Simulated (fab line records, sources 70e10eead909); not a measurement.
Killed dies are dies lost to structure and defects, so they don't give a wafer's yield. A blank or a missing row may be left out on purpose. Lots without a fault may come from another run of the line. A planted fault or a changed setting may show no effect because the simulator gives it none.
Chamber matching | flow nand_harc | NHARC_A_BONDPAD_DESCUM_11 on rie_diel-03: 4 sister chambers
The step chemistry O2, time 3 s. 4 wafers are shown with their chamber, then 7 later ones without.

WAFERS WITH THEIR CHAMBER
wafer  | chamber | showerhead_plenum_p_Torr (Torr)
L337.6 | 3       | 2.07
L341.1 | 2       | 2.03
L344.1 | 1       | 1.78
L344.3 | 0       | 1.91

WAFERS WITHOUT THEIR CHAMBER
wafer  | showerhead_plenum_p_Torr (Torr)
L344.4 | 2.07
L348.4 | 2.07
L348.5 | 2.02
L348.6 | 1.78
L356.1 | 2.02
L356.2 | 2.07
L356.4 | 1.91

WHICH CHAMBER EACH WENT THROUGH
wafer  | from the rows above | in truth
L344.4 | 3                   | 3
L348.4 | 3                   | 3
L348.5 | 2                   | 2
L348.6 | 1                   | 1
L356.1 | 2                   | 2
L356.2 | 3                   | 3
L356.4 | 0                   | 0
Placed correctly: 7 of 7. Can't be placed from these rows: 0. Placed wrongly: 0.
How it was worked out, from the rows above alone: a wafer's distance from a chamber is the root of the sum, over the readings, of the square of ((its reading less the chamber's mean) divided by the reading's scatter). The wafer belongs to the nearest chamber; if the next one is less than 2 further off, it can't be placed. A chamber's mean is the mean of its shown wafers. The scatter: with one shown wafer a chamber, the root of the mean of the squares of how far each hidden wafer lies from its nearest shown one.
